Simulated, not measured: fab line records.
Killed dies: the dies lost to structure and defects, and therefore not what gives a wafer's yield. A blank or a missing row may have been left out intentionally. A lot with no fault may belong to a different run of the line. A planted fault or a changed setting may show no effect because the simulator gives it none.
Split-lot trial -- flow n5 finfet -- 21 wafers read from 7 lots, route of 1938 steps

## THE SPLIT ITSELF
At N5_BEOL_M11_PECVD_70 (deposits SiO2 from TEOS/O2, target thk 20 nm, time 22.7 s), the setting time s was moved away from the recipe's 22.7 s on 7 of the 21 wafers read, by -14.7% to +12.4%. For the rest of the wafers, this setting stayed at what the recipe calls for.

The reading is taken at the split's own step.

## THE READING
SiO2_of_BEOL_M11_PECVD_70.thk nm (the simulator's own value, which no gauge read), in nm, at N5_BEOL_M11_PECVD_70 (deposits SiO2 from TEOS/O2, target thk 20 nm, time 22.7 s). The file does not state a usual value for it. Average 20.1 nm, standard deviation 0.31 nm, over the 14 wafers here run with the recipe.

wafer,"tool, chamber at the split","time s as run, s",against the recipe,"SiO2_of_BEOL_M11_PECVD_70.thk nm, nm",against lot-mates on the recipe
L074.2,"pecvd-02, 1",22.7,recipe,20.2,-
L074.3,"pecvd-02, 2",23.6,+4.0%,20.8,+0.5
L074.5,"pecvd-02, 2",22.7,recipe,20.4,-
L076.1,"pecvd-02, 1",21.02,-7.4%,18.4,-1.6
L076.4,"pecvd-02, 1",21.02,-7.4%,19,-1.0
L076.6,"pecvd-02, 2",22.7,recipe,20,-
L077.1,"pecvd-02, 1",22.7,recipe,20,-
L077.4,"pecvd-02, 0",22.7,recipe,20.6,-
L077.6,"pecvd-02, 2",25.34,+11.6%,22.4,+2.1
L081.3,"pecvd-01, 1",20.66,-9.0%,17.8,-2.2
L081.4,"pecvd-01, 0,2",22.7,recipe,20,-
L081.5,"pecvd-01, 0,2",22.7,recipe,20,-
L092.1,"pecvd-01, 2,1",22.7,recipe,19.8,-
L092.4,"pecvd-01, 2,1",22.7,recipe,19.8,-
L092.6,"pecvd-01, 0",25.52,+12.4%,22.4,+2.6
L094.2,"pecvd-03, 2",19.37,-14.7%,17.2,-3.3
L094.5,"pecvd-03, 1",22.7,recipe,20.2,-
L094.6,"pecvd-03, 0",22.7,recipe,20.8,-
L097.1,"pecvd-02, 0",22.7,recipe,19.6,-
L097.3,"pecvd-02, 2,0",22.7,recipe,20,-
L097.5,"pecvd-02, 2,0",22.7,recipe,20,-
Rows listing several chambers each stand for several wafers; the file does not say which wafer went through which chamber.

THE FIT
A straight line over all 21 wafers: SiO2_of_BEOL_M11_PECVD_70.thk nm changes by +0.199 nm for each +1% of time s; r = +0.97; the points scatter about the line by 0.31 nm.
The same after taking each lot's own level away (the mean of its wafers on the recipe; 21 wafers): +0.205 nm for each +1%; r = +0.98; scatter 0.24 nm.
On that fit, the largest move of time s shifts the reading by 3 nm.
From 19.80 to 20.50 nm: that is the span of the lots' own levels, equal to 2.3 times the standard deviation above.
So the lot-to-lot level changes the slope little: the two slopes agree.
Check: -2.92 nm against its lot-mates is what the line predicts for one of the wafers moved furthest among these (-14.7%) when that wafer is left out of the fit. Against them it came out at -3.3 nm.

## THE OTHER SPLITS THESE WAFERS WENT THROUGH
Before the reading, these wafers also passed through other splits. Each is held against what the fit with the lots' levels taken away leaves over:
other split on the same wafers,wafers away from the commonest value,r with SiO2_of_BEOL_M11_PECVD_70.thk nm (lot level and that fit taken away)
N5_BEOL_M7_ETCH_41 source w,8,-0.21
N5_BEOL_M8_ETCH_65 source w,9,-0.28
N5_BEOL_M8_TRENCH_ETCH_37 source w,7,+0.10
N5_BEOL_M9_TRENCH_ETCH_37 bias w,4,+0.06
N5_BEOL_M10_VIA_ETCH_34 time s,6,-0.49
N5_BEOL_M10_ETCH_41 source w,10,+0.07

## FILE'S OWN FIT
SiO2_of_BEOL_M11_PECVD_70.thk nm changes by +0.208 nm for each +1% of time s, r = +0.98.
